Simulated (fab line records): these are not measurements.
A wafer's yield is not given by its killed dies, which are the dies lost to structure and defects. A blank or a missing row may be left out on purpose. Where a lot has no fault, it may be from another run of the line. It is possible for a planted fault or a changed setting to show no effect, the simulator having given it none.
Which tool is to blame? :: flow n5Finfet :: 27 wafers sampled from 9 lots at 1 step of a route of 1938

WHAT THE GAUGES SHOWED, per wafer
N5_BEOL_M4_RC_MEAS_101.
lot: L688
measured: day 9 16:14
on: prober-02
DIBL_N (mV/V): 33.4 35.9 33.5

lot: L686
measured: day 9 19:38
on: prober-02
DIBL_N (mV/V): 38.0 37.2 37.7

lot: L693
measured: day 10 15:59
on: prober-02
DIBL_N (mV/V): 35.2 36.1 38.4

lot: L695
measured: day 11 06:36
on: prober-01
DIBL_N (mV/V): 34.8 35.3 36.8

lot: L701
measured: day 12 21:46
on: prober-02
DIBL_N (mV/V): 37.2 37.7 38.3

lot: L702
measured: day 13 02:41
on: prober-02
DIBL_N (mV/V): 38.5 38.7 38.1

lot: L703
measured: day 13 10:22
on: prober-01
DIBL_N (mV/V): 35.9 34.6 36.0

lot: L704
measured: day 13 22:22
on: prober-02
DIBL_N (mV/V): 35.7 33.3 35.0

lot: L705
measured: day 14 04:43
on: prober-02
DIBL_N (mV/V): 36.6 37.2 34.9

WHAT TOOL EACH LOT RAN ON (gives the tool, then ch and the chambers of the sampled wafers, and finally the start)
Record: no process step prior to these readings.

THE ANSWER, worked out from the rows above alone
Rule: what is usual is taken from the lots themselves. The widest of any qualifying gaps counts: lots, ordered by their means at a reading, are off when they make up no more than a third of the lots, leave a main group of 4 or more, and stand apart from it by 3 or more times the standard deviation of that group's means. A main group whose means are all the same, to the digits that the tables above print for the reading, isn't used. Also off: a lot with no number at a reading for which 4 or more lots have one. The other lots that the step has rows for count as sound.
Across all readings shown, no lot is off: no conclusion can be drawn from this.

WHAT THE SIMULATOR PUT IN
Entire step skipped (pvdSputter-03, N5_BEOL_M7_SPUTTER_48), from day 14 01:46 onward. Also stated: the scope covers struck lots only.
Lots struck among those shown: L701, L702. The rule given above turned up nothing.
